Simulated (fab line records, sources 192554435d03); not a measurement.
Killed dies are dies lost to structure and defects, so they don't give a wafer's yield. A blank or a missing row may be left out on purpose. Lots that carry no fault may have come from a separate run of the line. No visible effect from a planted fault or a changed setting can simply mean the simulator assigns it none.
The tool behind it: which one?	flow n5_finfet	at 1 step of a route of 1938, 10 lots with 30 wafers sampled

WHAT EACH GAUGE READ, for each wafer
N5_BEOL_M4_RC_MEAS_101.
lot	measured	on	DIBL_N (mV/V)
L374	day 8 01:43	prober-02	37.7 35.6 35.6
L379	day 9 23:21	prober-02	34.2 31.3 34.5
L384	day 10 18:38	prober-02	35.9 36.1 36.6
L385	day 11 02:45	prober-01	40.9 40.6 39.4
L390	day 12 05:36	prober-01	37.9 37.9 36.9
L391	day 12 15:52	prober-02	34.0 35.0 33.0
L394	day 13 21:14	prober-02	38.0 38.9 38.2
L396	day 13 23:46	prober-01	39.8 35.9 35.3
L392	day 14 00:33	prober-01	33.4 39.1 38.7
L395	day 14 02:49	prober-02	36.8 38.6 34.2

TOOL THAT RAN EACH LOT (tool first, then ch and the chambers of the sampled wafers, then the start)
Before these readings, the record contains no process step.

THE ANSWER, worked out from the rows above alone
Rule: the lots themselves supply what counts as usual. The widest of any qualifying gaps counts: lots, ordered by their means at a reading, are off when they make up no more than a third of the lots, leave a main group of 4 or more, and stand apart from it by 3 or more times the standard deviation of that group's means. The tables above print the reading to a certain number of digits; a main group whose means all agree to those digits is not used. A lot without any number at a reading at which 4 lots or more have one is off too. The other lots that the step has rows for count as sound.
None of the lots is off at any reading shown; this tells nothing.

WHAT THE SIMULATOR HAD PUT IN
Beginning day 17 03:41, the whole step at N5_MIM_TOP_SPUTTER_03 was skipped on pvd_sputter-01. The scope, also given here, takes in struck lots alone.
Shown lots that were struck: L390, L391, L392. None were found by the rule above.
